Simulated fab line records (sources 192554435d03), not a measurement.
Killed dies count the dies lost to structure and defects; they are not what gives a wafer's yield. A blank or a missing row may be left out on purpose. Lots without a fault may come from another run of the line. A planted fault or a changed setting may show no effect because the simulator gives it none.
fab line records	flow n5-finfet	part 1 of 2: steps 1 to 19 of 29
record: lots: 5	wafers: 15	last-day: 16
route steps=1938 shown BEOL_M10@1493
lots untouched by any fault: they come from a run of this same line in which no faults occurred
start-h: hours from the record's first day to the start of the lot's first wafer shown	wait-h: how many hours have passed since the lot's step before this one	" same as the row above	L1.1+2: a single row standing in for several wafers	- either no value or no given start	* or withheld: withheld	< > ~ a bound
route shown NAME@n: NAME is a module with steps in the file, n the number in the route of the first one	usual: the fault-free wafers' mean and standard deviation	same: alike in all rows	chamber/n: place in a boat	sites: each site's reading	_std_site: the values' standard deviation	_edge_site: outer sites' mean less inner sites'	radius-mm: how far each site lies from the wafer's centre	mask NAME#n: copy n	behind: the most recent tool/chamber to have shaped the wafer	hold: the reason the lot was held/the length of the hold in hours/how it ended	device: names the non-switching transistor (n, p or np)	end of line: the tests these same wafers got at the end of their route	a step given without rows: its recipe and nothing more	killed: count of dies lost to structure and defects at first sort (not the wafer's yield)	map: dies across one wafer; x = killed, . = not, _ = none there
set.NAME: the setting the step ran with; set.NAME@STEP: the setting that earlier step ran with	model.NAME: the simulator's own value behind a step, which no gauge read
lots at some steps of the route; a table a step, a row a wafer
services: from which hour (start-h, from the record's first day; less than 0 if before it) a tool's chamber was out of use, for how many hours, and why
== steps ==
step: N5_BEOL_M10_CD_MEAS_18
recipe: pitch-nm: 140	target-cd-nm: 70
usual: cd-nm: 70.0/0.54
lot.wafer	tool	chamber	start-h	wait-h	cd-nm
L074.1	cd-sem-03	-	229.08	0.0	70.1
L074.4	"	-	"	"	69.3
L074.5	"	-	"	"	69.8
L084.3	cd-sem-02	-	291.65	0.1	69.4
L084.5	"	-	"	"	69.8
L084.6	"	-	"	"	69.6
L086.2	cd-sem-02	-	301.37	0.1	70.6
L086.3	"	-	"	"	70.9
L086.5	"	-	"	"	70.5
L088.1	cd-sem-03	-	311.97	0.0	70.0
L088.3	"	-	"	"	69.5
L088.4	"	-	"	"	69.8
L090.3	cd-sem-02	-	318.70	0.1	69.1
L090.4	"	-	"	"	69.6
L090.5	"	-	"	"	69.7
step: N5_BEOL_M10_COAT_63
recipe: resist: SOC	temp-c: 250	time-s: 60	spin-rpm: 1500	resist-thk-nm: 100
usual: chill-plate-temp-C: 23.02/0.089
lot.wafer	tool	chamber	start-h	wait-h	chill-plate-temp-C
L074.1	litho-track-04	0	229.81	0.7	22.95
L074.4	"	0	"	"	23.09
L074.5	"	0	"	"	23.11
L084.3	litho-track-04	0	293.31	1.7	23.14
L084.5	"	0	"	"	22.95
L084.6	"	0	"	"	23.00
L086.2	litho-track-04	0	301.74	0.4	23.05
L086.3	"	0	"	"	23.08
L086.5	"	0	"	"	23.06
L088.1	litho-track-04	0	312.16	0.2	23.08
L088.3	"	0	"	"	22.91
L088.4	"	0	"	"	22.90
L090.3	litho-track-04	0	319.66	1.0	23.14
L090.4	"	0	"	"	23.03
L090.5	"	0	"	"	22.92
step: N5_BEOL_M10_COAT_64
recipe: resist: SiARC	temp-c: 220	time-s: 60	spin-rpm: 1500	resist-thk-nm: 30
usual: chill-plate-temp-C: 22.95/0.11
lot.wafer	tool	chamber	start-h	wait-h	chill-plate-temp-C
L074.1	litho-track-04	0	-	-	23.07
L074.4	"	0	"	"	22.96
L074.5	"	0	"	"	22.85
L084.3	litho-track-04	0	-	-	23.04
L084.5	"	0	"	"	23.06
L084.6	"	0	"	"	22.98
L086.2	litho-track-04	0	-	-	23.10
L086.3	"	0	"	"	23.09
L086.5	"	0	"	"	23.10
L088.1	litho-track-04	0	-	-	22.79
L088.3	"	0	"	"	22.86
L088.4	"	0	"	"	22.77
L090.3	litho-track-04	0	-	-	22.95
L090.4	"	0	"	"	23.07
L090.5	"	0	"	"	23.10
step: N5_BEOL_M10_COAT_22
recipe: resist: CAR-ArF	spin-rpm: 1500	resist-thk-nm: 90
usual: chill-plate-temp-C: 23.03/0.11
lot.wafer	tool	chamber	start-h	wait-h	chill-plate-temp-C
L074.1	litho-track-04	0	-	-	22.99
L074.4	"	0	"	"	23.03
L074.5	"	0	"	"	23.07
L084.3	litho-track-04	0	-	-	22.98
L084.5	"	0	"	"	22.95
L084.6	"	0	"	"	22.84
L086.2	litho-track-04	0	-	-	22.93
L086.3	"	0	"	"	23.16
L086.5	"	0	"	"	23.18
L088.1	litho-track-04	0	-	-	23.07
L088.3	"	0	"	"	23.03
L088.4	"	0	"	"	23.02
L090.3	litho-track-04	0	-	-	22.83
L090.4	"	0	"	"	23.04
L090.5	"	0	"	"	23.10
step: N5_BEOL_M10_EBR_24
recipe: solvent: PGMEA	ebr-width-mm: 1.5
usual: chill-plate-temp-C: 22.99/0.099
same: ebr-width-mm: 1.5
lot.wafer	tool	chamber	start-h	wait-h	chill-plate-temp-C
L074.1	litho-track-04	0	-	-	22.87
L074.4	"	0	"	"	22.98
L074.5	"	0	"	"	22.98
L084.3	litho-track-04	0	-	-	23.01
L084.5	"	0	"	"	23.04
L084.6	"	0	"	"	22.97
L086.2	litho-track-04	0	-	-	23.05
L086.3	"	0	"	"	23.00
L086.5	"	0	"	"	22.86
L088.1	litho-track-04	0	-	-	22.96
L088.3	"	0	"	"	22.96
L088.4	"	0	"	"	22.90
L090.3	litho-track-04	0	-	-	23.08
L090.4	"	0	"	"	23.02
L090.5	"	0	"	"	23.11
step: N5_BEOL_M10_SOFTBAKE_23
recipe: temp-c: 110	time-s: 60	resist: CAR-ArF
usual: chill-plate-temp-C: 23.01/0.094
lot.wafer	tool	chamber	start-h	wait-h	chill-plate-temp-C
L074.1	litho-track-04	0	-	-	22.95
L074.4	"	0	"	"	23.07
L074.5	"	0	"	"	23.10
L084.3	litho-track-04	0	-	-	23.15
L084.5	"	0	"	"	23.09
L084.6	"	0	"	"	22.97
L086.2	litho-track-04	0	-	-	22.94
L086.3	"	0	"	"	22.84
L086.5	"	0	"	"	22.89
L088.1	litho-track-04	0	-	-	22.99
L088.3	"	0	"	"	23.11
L088.4	"	0	"	"	23.16
L090.3	litho-track-04	0	-	-	23.08
L090.4	"	0	"	"	23.13
L090.5	"	0	"	"	22.91
step: N5_BEOL_M10_EXPOSE_25
recipe: mask-id: V9	na: 1.35	source-shape: annular	sigma-inner: 0.5	sigma-outer: 0.8	polarization: unpolarized	dose-mj: 85.5
usual: focus-offset-nm: -0.1/0.47
lot.wafer	tool	chamber	start-h	wait-h	mask	focus-offset-nm
L074.1	arfi-scanner-01	0	230.05	-	V9#0	-0.6
L074.4	"	0	"	"	V9#0	0.4
L074.5	"	0	"	"	V9#0	0.0
L084.3	arfi-scanner-02	0	293.44	-	V9#0	0.7
L084.5	"	0	"	"	V9#0	0.0
L084.6	"	0	"	"	V9#0	0.0
L086.2	arfi-scanner-03	0	302.16	-	V9#0	0.9
L086.3	"	0	"	"	V9#0	0.0
L086.5	"	0	"	"	V9#0	0.5
L088.1	arfi-scanner-01	0	312.73	-	V9#0	-1.1
L088.3	"	0	"	"	V9#0	-0.4
L088.4	"	0	"	"	V9#0	-0.5
L090.3	arfi-scanner-02	0	319.92	-	V9#0	0.1
L090.4	"	0	"	"	V9#0	-0.2
L090.5	"	0	"	"	V9#0	0.3
step: N5_BEOL_M10_PEB_26
recipe: peb-temp-c: withheld	peb-time-s: 60	resist: CAR-ArF
usual: chill-plate-temp-C: 23.02/0.091
lot.wafer	tool	chamber	start-h	wait-h	chill-plate-temp-C
L074.1	litho-track-04	0	230.11	0.1	22.98
L074.4	"	0	"	"	22.97
L074.5	"	0	"	"	23.01
L084.3	litho-track-03	0	293.49	0.0	22.90
L084.5	"	0	"	"	23.01
L084.6	"	0	"	"	23.00
L086.2	litho-track-03	0	302.22	0.1	23.10
L086.3	"	0	"	"	22.94
L086.5	"	0	"	"	23.02
L088.1	litho-track-03	0	312.79	0.1	23.06
L088.3	"	0	"	"	23.05
L088.4	"	0	"	"	23.03
L090.3	litho-track-03	0	319.97	0.0	23.01
L090.4	"	0	"	"	23.03
L090.5	"	0	"	"	23.11
step: N5_BEOL_M10_DEVELOP_27
recipe: develop-time-s: 30	developer: TMAH	resist: CAR-ArF	rinse-liquid: diw	dry: air-spin	dev-temp-c: 23
usual: chill-plate-temp-C: 22.97/0.11
lot.wafer	tool	chamber	start-h	wait-h	chill-plate-temp-C
L074.1	litho-track-04	0	-	-	22.87
L074.4	"	0	"	"	22.99
L074.5	"	0	"	"	22.98
L084.3	litho-track-03	0	-	-	22.86
L084.5	"	0	"	"	23.07
L084.6	"	0	"	"	22.90
L086.2	litho-track-03	0	-	-	23.10
L086.3	"	0	"	"	23.19
L086.5	"	0	"	"	23.24
L088.1	litho-track-03	0	-	-	23.02
L088.3	"	0	"	"	22.97
L088.4	"	0	"	"	23.02
L090.3	litho-track-03	0	-	-	22.86
L090.4	"	0	"	"	22.79
L090.5	"	0	"	"	23.00
step: N5_BEOL_M10_CD_MEAS_28
recipe: target-cd-nm: 70	landing-energy-ev: 500	detector: se-inlens	polarity: opening
usual: cd-nm: 70.4/0.98
same: landing-energy-ev: 500
lot.wafer	tool	chamber	start-h	wait-h	cd-nm
L074.1	cd-sem-01	0	230.18	-	69.8
L074.4	"	0	"	"	69.9
L074.5	"	0	"	"	68.9
L084.3	cd-sem-03	0	293.56	-	70.3
L084.5	"	0	"	"	70.9
L084.6	"	0	"	"	70.8
L086.2	cd-sem-03	0	302.28	-	70.9
L086.3	"	0	"	"	69.9
L086.5	"	0	"	"	71.9
L088.1	cd-sem-02	0	312.86	-	69.7
L088.3	"	0	"	"	72.1
L088.4	"	0	"	"	70.7
L090.3	cd-sem-03	0	320.04	-	70.1
L090.4	"	0	"	"	70.3
L090.5	"	0	"	"	69.1
step: N5_BEOL_M10_OVL_MEAS_29
recipe: points-per-wafer: 44
usual: V9_OVL: 0.1/0.57
lot.wafer	tool	chamber	start-h	wait-h	V9_OVL[nm]
L074.1	overlay-02	0	230.21	0.0	-0.3
L074.4	"	0	"	"	-0.3
L074.5	"	0	"	"	0.7
L084.3	overlay-01	0	293.59	0.0	0.0
L084.5	"	0	"	"	0.7
L084.6	"	0	"	"	0.3
L086.2	overlay-02	0	302.31	0.0	0.2
L086.3	"	0	"	"	0.1
L086.5	"	0	"	"	-0.2
L088.1	overlay-02	0	312.89	0.0	-0.7
L088.3	"	0	"	"	-0.1
L088.4	"	0	"	"	-0.3
L090.3	overlay-01	0	320.06	0.0	0.1
L090.4	"	0	"	"	0.1
L090.5	"	0	"	"	-0.1
step: N5_BEOL_M10_INSPECT_30
recipe: mode: adi	inspect-instrument: brightfield
usual: raw-defect-count: 405/94
lot.wafer	tool	chamber	start-h	wait-h	raw-defect-count
L074.1	defect-inspect-01	-	230.23	0.0	501
L074.4	"	-	"	"	497
L074.5	"	-	"	"	417
L084.3	defect-inspect-01	-	293.61	0.0	364
L084.5	"	-	"	"	398
L084.6	"	-	"	"	369
L086.2	defect-inspect-02	-	302.34	0.0	381
L086.3	"	-	"	"	429
L086.5	"	-	"	"	353
L088.1	defect-inspect-01	-	312.91	0.0	407
L088.3	"	-	"	"	338
L088.4	"	-	"	"	294
L090.3	defect-inspect-02	-	320.09	0.0	550
L090.4	"	-	"	"	463
L090.5	"	-	"	"	394
step: N5_BEOL_M10_DESCUM_33
recipe: chemistry: O2	time-s: 7.9	source-power-w: 50	bias-power-w: 20	pressure-mtorr: 20	rf-frequency-hz: 2.712e+07	temp-c: 40	resist: CAR-ArF	o2-flow-sccm: 225
usual: drypump-motor-current-A: 5.8/0.43	oes-product-au: 0.82/0.11	rf-vpp-V: 243.0/1.2	showerhead-plenum-p-Torr: 2.08/0.069	throttle-valve-pct: 20.34/0.24
lot.wafer	tool	chamber	start-h	wait-h	drypump-motor-current-A	oes-product-au	rf-hours-counter-h	rf-vpp-V	showerhead-plenum-p-Torr	throttle-valve-pct
L074.1	rie-diel-03	3	230.27	0.0	5.9	0.71	215	243.8	2.05	20.06
L074.4	"	2	"	"	5.5	0.99	-	242.0	2.04	19.95
L074.5	"	1	"	"	6.3	0.76	-	241.2	2.09	20.47
L084.3	rie-diel-05	0	293.64	0.0	5.8	0.98	6	242.6	2.16	20.08
L084.5	"	0	"	"	5.8	0.99	-	244.9	2.16	20.09
L084.6	"	1	"	"	5.1	1.01	-	244.8	2.16	20.52
L086.2	rie-diel-05	3	302.37	0.0	6.5	0.66	249	244.5	2.14	20.73
L086.3	"	0	"	"	5.8	0.97	9	246.5	2.16	20.07
L086.5	"	0	"	"	5.7	0.96	-	245.4	2.16	20.07
L088.1	rie-diel-03	0	313.22	0.3	6.3	0.93	26	241.5	2.05	20.28
L088.3	"	1	"	"	6.4	0.74	170	244.0	2.08	20.51
L088.4	"	2	"	"	5.5	0.91	-	242.9	2.03	20.01
L090.3	rie-diel-02	2	320.12	0.0	5.8	0.86	43	243.1	2.05	20.42
L090.4	"	3	"	"	6.0	0.78	100	241.9	2.01	20.49
L090.5	"	1	"	"	5.4	0.69	-	245.3	2.15	20.33
step: N5_BEOL_M10_ETCH_65
recipe: chemistry: CF4	target: SiARC	target-depth-a: 390	mask-material: CAR-ArF	time-s: 65	ion-energy-ev: 80	pressure-mtorr: 40	source-w: 545	bias-w: 36	Ar_flow_sccm: 100	cf4-flow-sccm: 100	ends: cleared
usual: drypump-motor-current-A: 5.9/0.43	etch-rf-on-time-s: 64.3/1.6	oes-product-au: 0.70/0.096	rf-vpp-V: 183.8/1.1	showerhead-plenum-p-Torr: 2.12/0.06	throttle-valve-pct: 15.52/0.22
lot.wafer	tool	chamber	start-h	wait-h	drypump-motor-current-A	etch-rf-on-time-s	oes-product-au	rf-hours-counter-h	rf-vpp-V	showerhead-plenum-p-Torr	throttle-valve-pct
L074.1	rie-diel-03	3	230.30	0.0	5.9	63.8	0.60	215	182.6	2.12	15.50
L074.4	"	2	"	"	5.5	62.6	0.86	-	185.1	2.11	15.20
L074.5	"	1	"	"	6.3	65.4	0.65	-	183.4	2.14	15.62
L084.3	rie-diel-05	0	293.68	0.0	5.8	62.7	0.85	6	185.2	2.19	15.12
L084.5	"	0	"	"	5.8	62.7	0.85	-	185.6	2.19	15.10
L084.6	"	1	"	"	5.2	62.2	0.88	-	183.5	2.18	15.45
L086.2	rie-diel-05	3	302.41	0.0	6.5	63.0	0.58	249	185.5	2.19	15.98
L086.3	"	0	"	"	5.7	62.7	0.84	9	186.1	2.19	15.11
L086.5	"	0	"	"	5.7	62.7	0.84	-	184.8	2.19	15.12
L088.1	rie-diel-03	0	313.25	0.0	6.3	62.8	0.81	26	183.2	2.10	15.42
L088.3	"	1	"	"	6.3	64.5	0.63	170	184.4	2.13	15.69
L088.4	"	2	"	"	5.5	61.6	0.79	-	182.9	2.09	15.30
L090.3	rie-diel-02	2	320.16	0.0	5.8	64.9	0.73	43	183.3	2.10	15.53
L090.4	"	3	"	"	6.0	64.5	0.68	100	184.0	2.06	15.67
L090.5	"	1	"	"	5.4	66.9	0.58	-	184.0	2.20	15.63
step: N5_BEOL_M10_ETCH_66
recipe: chemistry: N2/H2	target: SOC	target-depth-a: 1200	overetch-a: 240	mask-material: SiARC	temp-c: 40	time-s: 180	ion-energy-ev: 200	pressure-mtorr: 30	source-w: 840	bias-w: 150	n2-flow-sccm: 200	h2-flow-sccm: 200
usual: drypump-motor-current-A: 5.9/0.44	n2-flow-sccm: 200.1/0.6	oes-product-au: 0.66/0.084	rf-vpp-V: 523.3/2.2	showerhead-plenum-p-Torr: 2.52/0.078	throttle-valve-pct: 17.72/0.25
lot.wafer	tool	chamber	start-h	wait-h	drypump-motor-current-A	n2-flow-sccm	oes-product-au	rf-hours-counter-h	rf-vpp-V	showerhead-plenum-p-Torr	throttle-valve-pct
L074.1	rie-diel-03	3	230.35	0.0	6.0	200.1	0.56	215	522.6	2.53	17.72
L074.4	"	2	"	"	5.4	201.0	0.80	-	522.8	2.48	17.39
L074.5	"	1	"	"	6.3	200.6	0.62	-	524.5	2.54	17.75
L084.3	rie-diel-05	0	293.73	0.0	5.8	199.8	0.78	6	526.2	2.59	17.31
L084.5	"	0	"	"	5.8	201.4	0.79	-	525.3	2.59	17.29
L084.6	"	1	"	"	5.2	198.8	0.80	-	525.6	2.60	17.66
L086.2	rie-diel-05	3	302.46	0.0	6.5	200.1	0.55	249	526.4	2.62	18.31
L086.3	"	0	"	"	5.8	200.8	0.77	9	524.6	2.59	17.31
L086.5	"	0	"	"	5.8	199.6	0.78	-	525.5	2.59	17.30
L088.1	rie-diel-03	0	313.30	0.0	6.3	199.7	0.75	27	522.8	2.49	17.58
L088.3	"	1	"	"	6.4	200.9	0.59	170	523.0	2.52	17.80
L088.4	"	2	"	"	5.5	199.4	0.73	-	521.8	2.47	17.44
L090.3	rie-diel-02	2	320.21	0.0	5.7	200.5	0.69	43	522.3	2.47	17.70
L090.4	"	3	"	"	6.0	200.0	0.63	100	520.8	2.44	17.85
L090.5	"	1	"	"	5.4	199.8	0.56	-	526.1	2.63	17.90
step: N5_BEOL_M10_STRIP_69
recipe: chemistry: N2/H2	temp-c: 40	n2-flow-sccm: 200	h2-flow-sccm: 200	rf-frequency-hz: 6e+07
lot.wafer	tool	chamber	start-h	wait-h
L074.1+4+5	rie-diel-03	3,2,1	230.47	0.1
L084.3+5+6	rie-diel-05	0,0,1	293.84	0.1
L086.2+3+5	rie-diel-05	3,0,0	302.57	0.1
L088.1+3+4	rie-diel-03	0,1,2	313.41	0.1
L090.3+4+5	rie-diel-02	2,3,1	320.32	0.1
step: N5_BEOL_M10_VIA_ETCH_34
recipe: chemistry: C4F6/O2	target: SiCOH_lowk	target-depth-a: 1845	mask-material: SOC	taper-deg: 4	time-s: 69.2	ion-energy-ev: 250	pressure-mtorr: 30	source-w: 345	bias-w: 185	Ar_flow_sccm: 300	C4F6_flow_sccm: 10	O2_flow_sccm: 10
usual: drypump-motor-current-A: 5.9/0.44	oes-product-au: 0.82/0.11	rf-vpp-V: 665/15	showerhead-plenum-p-Torr: 2.83/0.084	throttle-valve-pct: 20.85/0.23
lot.wafer	tool	chamber	start-h	wait-h	drypump-motor-current-A	oes-product-au	rf-hours-counter-h	rf-vpp-V	showerhead-plenum-p-Torr	throttle-valve-pct
L074.1	rie-diel-03	3	230.48	0.0	5.9	0.70	215	648	2.83	20.72
L074.4	"	2	"	"	5.5	1.00	-	650	2.80	20.54
L074.5	"	1	"	"	6.4	0.76	-	646	2.87	21.02
L084.3	rie-diel-05	0	293.85	0.0	5.8	0.99	6	667	2.91	20.44
L084.5	"	0	"	"	5.8	0.98	-	669	2.91	20.42
L084.6	"	1	"	"	5.1	1.02	-	667	2.92	20.91
L086.2	rie-diel-05	3	302.58	0.0	6.5	0.68	249	672	2.92	21.28
L086.3	"	0	"	"	5.8	0.97	9	667	2.91	20.43
L086.5	"	0	"	"	5.7	0.98	-	667	2.91	20.44
L088.1	rie-diel-03	0	313.42	0.0	6.3	0.94	27	658	2.77	20.69
L088.3	"	1	"	"	6.4	0.73	170	647	2.85	21.07
L088.4	"	2	"	"	5.5	0.91	-	647	2.78	20.60
L090.3	rie-diel-02	2	320.33	0.0	5.8	0.87	43	695	2.78	20.80
L090.4	"	3	"	"	6.0	0.79	100	655	2.74	20.98
L090.5	"	1	"	"	5.4	0.68	-	678	2.95	20.96
step: N5_BEOL_M10_STRIP_73
recipe: chemistry: C4F6/O2	resist: SiARC	rf-frequency-hz: 6e+07
lot.wafer	tool	chamber	start-h	wait-h
L074.1+4+5	rie-diel-03	3,2,1	230.53	0.0
L084.3+5+6	rie-diel-05	0,0,1	293.91	0.0
L086.2+3+5	rie-diel-05	3,0,0	302.63	0.0
L088.1+3+4	rie-diel-03	0,1,2	313.48	0.0
L090.3+4+5	rie-diel-02	2,3,1	320.38	0.0
step: N5_BEOL_M10_STRIP_36
recipe: chemistry: N2/H2	power-w: 450	temp-c: 40	pressure-mtorr: 20	rf-frequency-hz: 6e+07	overash-fraction: 0.3	bias-power-w: 7	h2-frac: 0.5	n2-flow-sccm: 200	h2-flow-sccm: 200
usual: drypump-motor-current-A: 5.9/0.43	n2-flow-sccm: 200.1/0.59	oes-product-au: 0.82/0.11	rf-vpp-V: 59.0/1.8	showerhead-plenum-p-Torr: 2.52/0.078	throttle-valve-pct: 23.52/0.25
lot.wafer	tool	chamber	start-h	wait-h	drypump-motor-current-A	n2-flow-sccm	oes-product-au	rf-hours-counter-h	rf-vpp-V	showerhead-plenum-p-Torr	throttle-valve-pct
L074.1	rie-diel-03	3	230.54	0.0	5.9	199.9	0.70	215	57.8	2.53	23.43
L074.4	"	2	"	"	5.5	200.4	1.00	-	61.3	2.48	23.23
L074.5	"	1	"	"	6.4	200.7	0.76	-	61.0	2.53	23.46
L084.3	rie-diel-05	0	293.92	0.0	5.8	200.0	0.99	6	59.3	2.59	23.18
L084.5	"	0	"	"	5.8	199.3	0.98	-	59.7	2.59	23.15
L084.6	"	1	"	"	5.1	199.3	1.02	-	56.8	2.60	23.45
L086.2	rie-diel-05	3	302.64	0.0	6.5	200.0	0.68	249	59.4	2.62	24.12
L086.3	"	0	"	"	5.8	200.5	0.97	9	59.1	2.59	23.13
L086.5	"	0	"	"	5.8	200.4	0.97	-	60.0	2.59	23.12
L088.1	rie-diel-03	0	313.49	0.0	6.3	200.1	0.93	27	59.3	2.48	23.35
L088.3	"	1	"	"	6.4	200.8	0.73	170	60.6	2.52	23.56
L088.4	"	2	"	"	5.4	200.1	0.91	-	60.1	2.47	23.26
L090.3	rie-diel-02	2	320.39	0.0	5.7	200.2	0.85	43	56.2	2.46	23.59
L090.4	"	3	"	"	6.0	200.6	0.77	100	57.9	2.44	23.60
L090.5	"	1	"	"	5.4	199.7	0.68	-	57.1	2.62	23.77
